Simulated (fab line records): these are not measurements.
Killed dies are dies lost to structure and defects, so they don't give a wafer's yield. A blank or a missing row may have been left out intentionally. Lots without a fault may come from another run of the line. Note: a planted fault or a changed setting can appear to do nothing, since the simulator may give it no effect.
Which tool was responsible?    flow n5 finfet    Sampling: 24 lots, 72 wafers, 5 of 1938 route steps

## WHAT THE GAUGES READ, wafer by wafer
N5_BEOL_M8_OVL_MEAS_12.
lot   measured      on          M8_OVL (nm)
L074  day 12 12:46  overlay-01  -0.2 0.8 0.0
L077  day 13 04:58  overlay-01  -0.7 -0.5 0.4
L075  day 13 13:08  overlay-01  -0.4 -0.9 -1.2
L076  day 13 16:11  overlay-01  0.4 0.4 0.2
L080  day 13 20:38  overlay-01  0.7 0.3 -0.3
L078  day 14 01:34  overlay-01  -1.0 -0.1 0.0
L082  day 14 05:25  overlay-01  0.3 0.0 0.3
L079  day 14 09:12  overlay-01  -0.2 -0.6 1.8
L086  day 14 23:49  overlay-02  -1.4 -1.0 -1.0
L081  day 15 08:16  overlay-02  -1.2 -0.3 -0.7
L084  day 15 16:06  overlay-01  -0.8 -0.1 -0.4
L083  day 15 18:11  overlay-01  0.5 -0.8 0.2
L085  day 16 09:12  overlay-02  0.1 -1.0 0.0
L090  day 16 17:48  overlay-02  0.1 0.6 0.6
L089  day 17 05:13  overlay-02  -1.9 -1.6 -2.4
L088  day 17 05:29  overlay-02  0.1 0.3 -0.5
L087  day 17 08:39  overlay-02  -1.1 -0.4 -0.4
L091  day 17 12:01  overlay-02  -0.7 -1.3 -0.6
L092  day 17 12:11  overlay-02  -0.4 -0.4 -1.2
L094  day 17 16:23  overlay-02  -0.6 -1.6 -1.2
L096  day 17 16:51  overlay-02  -0.6 -0.2 -0.3
L093  day 18 15:14  overlay-02  -0.1 -1.8 -0.4
L095  day 18 15:45  overlay-02  0.7 0.6 1.1
L097  day 19 01:56  overlay-02  -1.3 -0.7 0.1

N5_BEOL_M8_OVL_MEAS_29.
lot   measured      on          V7_OVL (nm)
L074  day 12 14:55  overlay-02  -0.7 -0.3 0.4
L077  day 13 06:00  overlay-01  0.6 1.7 0.4
L075  day 13 15:21  overlay-01  1.1 -0.3 0.7
L076  day 13 19:01  overlay-01  1.4 0.9 0.6
L080  day 14 00:21  overlay-01  -0.8 -0.4 0.1
L078  day 14 04:02  overlay-01  0.2 1.1 1.4
L082  day 14 09:25  overlay-01  1.0 1.3 1.5
L079  day 14 12:59  overlay-02  -1.1 -1.7 -1.1
L086  day 15 00:54  overlay-02  -0.3 -0.1 -0.2
L081  day 15 09:53  overlay-02  1.3 0.0 1.0
L084  day 15 17:14  overlay-01  0.2 0.9 0.1
L083  day 15 19:23  overlay-02  -0.4 1.0 -0.6
L085  day 16 12:52  overlay-01  0.2 1.3 0.4
L090  day 16 20:16  overlay-01  -0.9 0.2 0.6
L089  day 17 07:46  overlay-02  -0.6 -0.2 0.8
L088  day 17 07:41  overlay-02  0.9 1.1 0.1
L087  day 17 10:40  overlay-01  0.8 0.7 -0.2
L091  day 17 15:54  overlay-01  0.6 0.8 1.6
L092  day 17 16:13  overlay-02  -0.3 0.2 0.3
L094  day 17 18:58  overlay-01  -1.3 0.3 -1.1
L096  day 17 19:22  overlay-01  0.9 0.4 0.5
L093  day 18 16:38  overlay-02  -0.2 0.1 0.7
L095  day 18 16:59  overlay-02  -1.5 -0.8 -0.9
L097  day 19 03:02  overlay-02  0.8 -0.6 0.2

## EACH LOT AND THE TOOL THAT RAN IT (in order: tool; ch and the chambers of the sampled wafers; start)
lot   N5_BEOL_M7_ANNEAL_51              N5_BEOL_M8_STRIP_67                 N5_BEOL_M8_STRIP_19
L074  rtp anneal-02 ch 0, day 12 09:40  rie diel-03 ch 1,2,3, day 12 13:15  rie diel-03 ch 0,1,3, day 12 13:25
L077  rtp anneal-01 ch 0, day 13 01:33  rie diel-01 ch 0,1,3, day 13 05:23  rie diel-01 ch 1,3, day 13 05:32
L075  rtp anneal-01 ch 0, day 13 11:16  rie diel-03 ch 0,2,3, day 13 13:35  rie diel-03 ch 1,2,3, day 13 13:46
L076  rtp anneal-01 ch 0, day 13 12:30  rie diel-01 ch 2,3, day 13 16:29    rie diel-01 ch 0,3, day 13 16:40
L080  rtp anneal-01 ch 0, day 13 18:01  rie diel-03 ch 2,3, day 13 20:56    rie diel-01 ch 1,2, day 13 21:10
L078  rtp anneal-02 ch 0, day 13 21:08  rie diel-01 ch 2,3, day 14 01:52    rie diel-04 ch 0,2,3, day 14 02:01
L082  rtp anneal-02 ch 0, day 14 02:36  rie diel-04 ch 0,1, day 14 06:05    rie diel-01 ch 0,1,3, day 14 06:14
L079  rtp anneal-02 ch 0, day 14 06:36  rie diel-01 ch 0,2,3, day 14 09:29  rie diel-04 ch 2,3, day 14 09:49
L086  rtp anneal-02 ch 0, day 14 16:50  rie diel-03 ch 1,3, day 15 00:06    rie diel-04 ch 1,3, day 15 00:15
L081  rtp anneal-01 ch 0, day 15 03:22  rie diel-01 ch 2,3, day 15 08:36    rie diel-01 ch 0,1, day 15 08:52
L084  rtp anneal-01 ch 0, day 15 05:19  rie diel-03 ch 0,1,2, day 15 16:32  rie diel-01 ch 0,1, day 15 16:41
L083  rtp anneal-02 ch 0, day 15 05:34  rie diel-01 ch 1,2,3, day 15 18:32  rie diel-01 ch 0,1, day 15 18:56
L085  rtp anneal-01 ch 0, day 16 01:31  rie diel-01 ch 1,2,3, day 16 09:30  rie diel-03 ch 0,1,2, day 16 09:39
L090  rtp anneal-01 ch 0, day 16 14:02  rie diel-01 ch 0,3, day 16 18:19    rie diel-01 ch 0,2,3, day 16 18:28
L089  rtp anneal-01 ch 0, day 17 00:28  rie diel-04 ch 1,2,3, day 17 05:31  rie diel-01 ch 1,2,3, day 17 05:40
L088  rtp anneal-01 ch 0, day 17 02:07  rie diel-04 ch 0,2,3, day 17 05:47  rie diel-04 ch 1,2, day 17 05:56
L087  rtp anneal-02 ch 0, day 17 04:31  rie diel-01 ch 0,1, day 17 08:56    rie diel-03 ch 0,3, day 17 09:11
L091  rtp anneal-01 ch 0, day 17 09:02  rie diel-01 ch 1,2, day 17 12:20    rie diel-04 ch 0,2,3, day 17 12:34
L092  rtp anneal-02 ch 0, day 17 09:05  rie diel-01 ch 2,3, day 17 12:35    rie diel-01 ch 1,2,3, day 17 12:44
L094  rtp anneal-01 ch 0, day 17 12:01  rie diel-03 ch 0,1,3, day 17 17:10  rie diel-01 ch 0,1,3, day 17 17:22
L096  rtp anneal-02 ch 0, day 17 13:35  rie diel-03 ch 0,3, day 17 17:29    rie diel-03 ch 0,1, day 17 17:38
L093  rtp anneal-01 ch 0, day 18 09:36  rie diel-04 ch 0,2, day 18 15:59    rie diel-03 ch 0,3, day 18 16:14
L095  rtp anneal-02 ch 0, day 18 10:28  rie diel-01 ch 2,3, day 18 16:21    rie diel-03 ch 0,2,3, day 18 16:34
L097  rtp anneal-02 ch 0, day 18 22:32  rie diel-04 ch 0,1,3, day 19 02:14  rie diel-04 ch 1,2,3, day 19 02:24
- N5_BEOL_M7_ANNEAL_51: time 90 s.
- N5_BEOL_M8_STRIP_67: strips in CF4.
- N5_BEOL_M8_STRIP_19: strips in O2.

## WHAT THE TOOLS THEMSELVES READ (means of the sampled wafers that have a number; where no wafer has one, the mark that the record gives instead)
N5_BEOL_M7_ANNEAL_51.
lot   tool           wafer_temp_C_max
L074  rtp anneal-02  226.03
L077  rtp anneal-01  226.12
L075  rtp anneal-01  226.25
L076  rtp anneal-01  226.45
L080  rtp anneal-01  226.40
L078  rtp anneal-02  225.84
L082  rtp anneal-02  225.97
L079  rtp anneal-02  225.95
L086  rtp anneal-02  225.93
L081  rtp anneal-01  226.43
L084  rtp anneal-01  226.05
L083  rtp anneal-02  225.82
L085  rtp anneal-01  226.04
L090  rtp anneal-01  226.14
L089  rtp anneal-01  226.33
L088  rtp anneal-01  226.19
L087  rtp anneal-02  226.25
L091  rtp anneal-01  225.94
L092  rtp anneal-02  225.86
L094  rtp anneal-01  226.10
L096  rtp anneal-02  225.94
L093  rtp anneal-01  226.00
L095  rtp anneal-02  225.86
L097  rtp anneal-02  225.81

N5_BEOL_M8_STRIP_67.
lot   tool         drypump motor current A (A)  oes product au (a.u.)  rf vpp V (V)  showerhead plenum p Torr (Torr)  throttle valve pct (%)
L074  rie diel-03  5.79                         0.75                   272.5         1.76                             13.66
L077  rie diel-01  5.72                         0.83                   269.4         1.80                             13.52
L075  rie diel-03  5.71                         0.72                   271.1         1.77                             13.71
L076  rie diel-01  5.69                         0.78                   270.9         1.77                             13.80
L080  rie diel-03  5.75                         0.75                   270.4         1.75                             13.64
L078  rie diel-01  5.70                         0.78                   270.8         1.77                             13.82
L082  rie diel-04  5.90                         0.86                   270.0         1.74                             13.43
L079  rie diel-01  5.73                         0.80                   270.4         1.76                             13.66
L086  rie diel-03  5.73                         0.75                   269.6         1.71                             13.71
L081  rie diel-01  5.70                         0.77                   270.2         1.77                             13.83
L084  rie diel-03  5.74                         0.79                   271.0         1.76                             13.60
L083  rie diel-01  5.69                         0.78                   271.4         1.81                             13.71
L085  rie diel-01  5.68                         0.78                   271.6         1.80                             13.72
L090  rie diel-01  5.83                         0.82                   270.3         1.76                             13.46
L089  rie diel-04  5.52                         0.81                   271.0         1.80                             13.61
L088  rie diel-04  5.50                         0.80                   271.1         1.80                             13.71
L087  rie diel-01  5.69                         0.76                   268.9         1.77                             13.71
L091  rie diel-01  5.60                         0.72                   270.1         1.80                             13.99
L092  rie diel-01  5.79                         0.80                   270.0         1.77                             13.62
L094  rie diel-03  5.66                         0.78                   269.6         1.72                             13.58
L096  rie diel-03  5.61                         0.79                   269.9         1.72                             13.53
L093  rie diel-04  5.56                         0.84                   270.9         1.79                             13.49
L095  rie diel-01  5.72                         0.74                   270.2         1.76                             13.90
L097  rie diel-04  5.65                         0.78                   271.3         1.77                             13.76

N5_BEOL_M8_STRIP_19.
lot   tool         drypump motor current A (A)  oes product au (a.u.)  rf vpp V (V)  showerhead plenum p Torr (Torr)  temp c (C)  throttle valve pct (%)
L074  rie diel-03  5.64                         0.73                   3.7           2.02                             39.99       16.75
L077  rie diel-01  5.65                         0.83                   3.9           2.12                             39.99       16.45
L075  rie diel-03  5.78                         0.74                   3.5           2.04                             40.08       16.72
L076  rie diel-01  5.82                         0.86                   3.5           2.02                             40.17       16.31
L080  rie diel-01  5.61                         0.74                   3.7           2.10                             40.11       16.96
L078  rie diel-04  5.50                         0.83                   2.8           2.13                             40.01       16.82
L082  rie diel-01  5.72                         0.81                   3.5           2.06                             40.06       16.48
L079  rie diel-04  5.29                         0.77                   3.6           2.16                             39.89       16.93
L086  rie diel-04  5.47                         0.76                   3.9           2.13                             40.01       16.96
L081  rie diel-01  5.65                         0.78                   3.7           2.05                             39.98       16.65
L084  rie diel-01  5.68                         0.78                   3.1           2.05                             39.97       16.65
L083  rie diel-01  5.67                         0.77                   3.3           2.05                             39.96       16.65
L085  rie diel-03  5.75                         0.78                   3.6           2.07                             39.93       16.75
L090  rie diel-01  5.75                         0.77                   3.3           2.03                             40.00       16.66
L089  rie diel-01  5.69                         0.77                   2.9           2.08                             39.95       16.69
L088  rie diel-04  5.72                         0.86                   3.5           2.07                             40.14       16.54
L087  rie diel-03  5.62                         0.78                   3.1           1.99                             40.02       16.51
L091  rie diel-04  5.51                         0.79                   3.7           2.12                             40.06       16.87
L092  rie diel-01  5.68                         0.77                   3.1           2.08                             40.01       16.69
L094  rie diel-01  5.69                         0.78                   3.4           2.06                             39.91       16.54
L096  rie diel-03  5.60                         0.83                   3.6           2.04                             40.00       16.62
L093  rie diel-03  5.56                         0.82                   3.8           2.02                             40.01       16.50
L095  rie diel-03  5.71                         0.86                   3.4           2.05                             40.03       16.47
L097  rie diel-04  5.50                         0.78                   3.7           2.11                             39.99       16.77

## THE ANSWER, worked out from the rows above alone
Rule: usual is defined by the lots themselves. Put in order of their means at a reading, lots are off if they are a third of the lots or fewer, leave a main group of 4 or more, and stand apart from it by a gap of 3 or more times the standard deviation of the main group's means; of several such gaps the widest counts. The tables above print the reading to a certain number of digits; a main group whose means all agree to those digits is not used. Also off: a lot with no number at a reading for which 4 or more lots have one. The other lots that the step has rows for count as sound. Order of review: gauges by route order, followed by the tools' own readings, for which a lot's mean as printed above is used. At the first step where some lot is off, the reading lying furthest off is the one used; lots without a number count as furthest.
Nothing can be told from this: no lot is off at any reading shown.

## WHAT WAS PUT IN BY THE SIMULATOR
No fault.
